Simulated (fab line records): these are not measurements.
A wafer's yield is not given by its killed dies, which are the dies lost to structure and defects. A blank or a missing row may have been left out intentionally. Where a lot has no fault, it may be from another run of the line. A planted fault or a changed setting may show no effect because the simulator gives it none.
Matching of chambers + flow nand_harc + pecvd-01 running NHARC_A_STAIRCASE_DEP_325: 3 sister chambers
The step deposits SiO2, target thk 7200 nm. 3 wafers are shown with their chamber, then 8 later ones without.

## WAFERS WITH THEIR CHAMBER
| wafer  | chamber | mfc_precursor_sccm (sccm) |
|--------|---------|---------------------------|
| L089.1 | 1       | 200.8                     |
| L089.3 | 2       | 199.9                     |
| L091.2 | 0       | 199.9                     |

## WAFERS WITHOUT THEIR CHAMBER
| wafer  | mfc_precursor_sccm (sccm) |
|--------|---------------------------|
| L091.4 | 200.8                     |
| L091.5 | 200.5                     |
| L095.1 | 201.0                     |
| L095.2 | 201.1                     |
| L095.5 | 200.5                     |
| L097.1 | 200.1                     |
| L097.3 | 200.4                     |
| L097.6 | 200.1                     |

## WHICH CHAMBER EACH ONE RAN IN
| wafer  | from the rows above          | in truth                   |
|--------|------------------------------|----------------------------|
| L091.4 | 1                            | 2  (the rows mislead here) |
| L091.5 | can't be placed: 1 or 0 or 2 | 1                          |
| L095.1 | 1                            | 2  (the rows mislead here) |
| L095.2 | 1                            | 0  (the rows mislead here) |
| L095.5 | can't be placed: 1 or 0 or 2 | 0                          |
| L097.1 | can't be placed: 0 or 2 or 1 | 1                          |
| L097.3 | can't be placed: 1 or 0 or 2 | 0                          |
| L097.6 | can't be placed: 0 or 2 or 1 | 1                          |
Correctly placed: 0 of 8. Unplaceable from these rows: 5, with the true chamber sitting among the candidates in 5. 3 placed wrongly.
How it was worked out, from the rows above alone: a wafer's distance from a chamber is the root of the sum, over the readings, of the square of ((its reading less the chamber's mean) divided by the reading's scatter). If the next closest chamber is less than 2 further off than the closest, the wafer can't be placed; otherwise it belongs to the closest. Each chamber's mean is taken over the wafers shown for it. The scatter: with one shown wafer a chamber, the root of the mean of the squares of how far each hidden wafer lies from its nearest shown one.
